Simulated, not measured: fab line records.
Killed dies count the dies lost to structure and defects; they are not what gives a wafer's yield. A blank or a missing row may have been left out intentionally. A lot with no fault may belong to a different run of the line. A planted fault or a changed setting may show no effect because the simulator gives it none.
Chamber matching | flow n5-finfet | 4 sister chambers for N5_BEOL_M5_ETCH_72 on rie-diel-01
The step etches underlayer in N2/H2, target depth 6.5 nm, time 5.2 s. 14 wafers are shown with their chamber, then 7 later ones without.

== WAFERS, EACH WITH ITS CHAMBER ==
wafer  | chamber | showerhead-plenum-p-Torr (Torr) | throttle-valve-pct (%) | drypump-motor-current-A (A)
L078.1 | 2       | 2.47                            | 17.42                  | 5.7
L078.3 | 1       | 2.57                            | 17.73                  | 5.7
L078.5 | 0       | 2.55                            | 17.91                  | 5.6
L085.2 | 0       | 2.55                            | 17.90                  | 5.6
L085.3 | 1       | 2.57                            | 17.77                  | 5.7
L085.4 | 3       | 2.60                            | 17.54                  | 5.2
L086.2 | 1       | 2.57                            | 17.79                  | 5.8
L086.3 | 3       | 2.60                            | 17.53                  | 5.1
L086.5 | 1       | 2.57                            | 17.78                  | 5.7
L091.2 | 1       | 2.56                            | 17.78                  | 5.7
L091.5 | 0       | 2.54                            | 17.94                  | 5.6
L091.6 | 3       | 2.60                            | 17.57                  | 5.2
L090.2 | 1       | 2.56                            | 17.81                  | 5.7
L090.5 | 0       | 2.54                            | 17.96                  | 5.6

SIGNATURES (means of the wafers above)
reading                  | chamber 0 | chamber 1 | chamber 2 | chamber 3 | scatter within a chamber
showerhead-plenum-p-Torr | 2.5450    | 2.5667    | 2.4700    | 2.6000    | 0.00483
throttle-valve-pct       | 17.9275   | 17.7767   | 17.4200   | 17.5467   | 0.0258
drypump-motor-current-A  | 5.600     | 5.717     | 5.700     | 5.167     | 0.0387
Rule: distance of a wafer from a chamber = root of the sum over the readings of ((wafer's reading minus chamber's mean) / reading's scatter) squared. The wafer belongs to the nearest chamber; if the next one is less than 2 further off, it can't be placed. The scatter: the root of (the sum of the squares of (reading less its chamber's mean) over the shown wafers, divided by (wafers less chambers)).

== WAFERS WITH NO CHAMBER GIVEN ==
wafer  | showerhead-plenum-p-Torr (Torr) | throttle-valve-pct (%) | drypump-motor-current-A (A)
L090.6 | 2.56                            | 17.79                  | 5.7
L096.2 | 2.54                            | 17.97                  | 5.6
L096.4 | 2.59                            | 17.60                  | 5.1
L096.5 | 2.59                            | 17.59                  | 5.1
L097.1 | 2.56                            | 17.82                  | 5.8
L097.2 | 2.59                            | 17.58                  | 5.1
L097.5 | 2.54                            | 17.96                  | 5.6

== THE CHAMBER EACH PASSED THROUGH ==
wafer  | from the rows above | in truth
L090.6 | 1                   | 1
L096.2 | 0                   | 0
L096.4 | 3                   | 3
L096.5 | 3                   | 3
L097.1 | 1                   | 1
L097.2 | 3                   | 3
L097.5 | 0                   | 0
Correct placement for 7 of the 7. Left unplaced by these rows: 0. Number placed wrongly: 0.
